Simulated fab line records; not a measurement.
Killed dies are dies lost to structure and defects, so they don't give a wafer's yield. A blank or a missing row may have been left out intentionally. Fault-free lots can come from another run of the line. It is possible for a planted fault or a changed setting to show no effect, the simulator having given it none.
One fault seen from 2 desks / flow nandHarc / each desk holds nothing but its own numbers, with what lay behind them at the end

## AT THE TOOL OWNER'S DESK: pecvdOnon-04
The tool's own readings at NHARC_A_ONON_D2_DEP_12 (target thk 1000 nm): means of the sampled wafers that have a number, for each lot that ran on this tool. A lot is out of limits, marked OUT, if its mean lies more than 4 standard deviations from the usual mean; the brackets give that distance.
Columns: A = n2oFlowSccm at NHARC_A_ONON_D2_DEP_12, usual 2000 sccm
lot=L399; first seen here=day 12 10:08; A=2003
lot=L407; first seen here=day 15 17:10; A=2001
lot=L409; first seen here=day 16 15:25; A=2007
lot=L415; first seen here=day 19 12:44; A=1998
lot=L417; first seen here=day 20 10:16; A=2003
lot=L418; first seen here=day 20 23:20; A=1999
lot=L419; first seen here=day 21 09:23; A=2003
lot=L420; first seen here=day 22 09:23; A=2001
This desk's verdict: no lot among the 8 shows anything out of limits.

## THE METROLOGY DESK
Means of the sampled wafers that have a number, per lot and without regard to the tool the lot ran on: this is what the gauges read. A lot is out of limits, marked OUT, if its mean lies more than 4 standard deviations from the usual mean; the brackets give that distance.
Columns: A = thkNm at NHARC_A_DECK1_JOINT_THK_MEAS_14, usual 51.6 nm; B = thkNm at NHARC_A_ONON_D2_THK_MEAS_14, usual 1000 nm
lot=L398; first seen here=day 11 09:18; A=51.5; B=1000
lot=L399; first seen here=day 11 09:18; A=51.3; B=995
lot=L400; first seen here=day 12 01:56; A=53.9; B=1004
lot=L407; first seen here=day 14 16:04; A=51.6; B=642 (-33) OUT
lot=L409; first seen here=day 15 13:38; A=54.2; B=667 (-30) OUT
lot=L410; first seen here=day 16 02:43; A=49.1; B=994
lot=L414; first seen here=day 18 00:55; A=52.0; B=1000
lot=L415; first seen here=day 18 10:26; A=51.8; B=1006
lot=L417; first seen here=day 19 05:34; A=51.1; B=996
lot=L418; first seen here=day 19 18:35; A=51.7; B=995
lot=L419; first seen here=day 20 01:44; A=51.6; B=1011
lot=L421; first seen here=day 21 03:34; A=51.6; B=1002
lot=L420; first seen here=day 21 03:38; A=49.4; B=985
This desk's verdict: out of limits on L407, L409, starting with L407 at day 15 17:37 (thkNm at NHARC_A_ONON_D2_THK_MEAS_14). L398, L399, L400, L410, L414, L415, L417, L418, L419, L421, L420 stayed within limits.

## TAKEN TOGETHER
L407, L409 would have let the metrology desk raise an alarm at day 15 17:37.
The desk of the tool owner found nothing out of limits.
The tool owner's desk has L407, L409 on record, within its limits.
On pecvdOnon-04, each named lot ran NHARC_A_ONON_D2_DEP_12.

## WHAT THE SIMULATOR HAD INSERTED
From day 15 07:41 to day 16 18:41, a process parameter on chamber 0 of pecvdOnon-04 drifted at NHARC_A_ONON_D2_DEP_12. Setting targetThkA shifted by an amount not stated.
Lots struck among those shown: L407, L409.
Delay in hours, fault start to first out-of-limits reading, per desk: metrology desk 10.
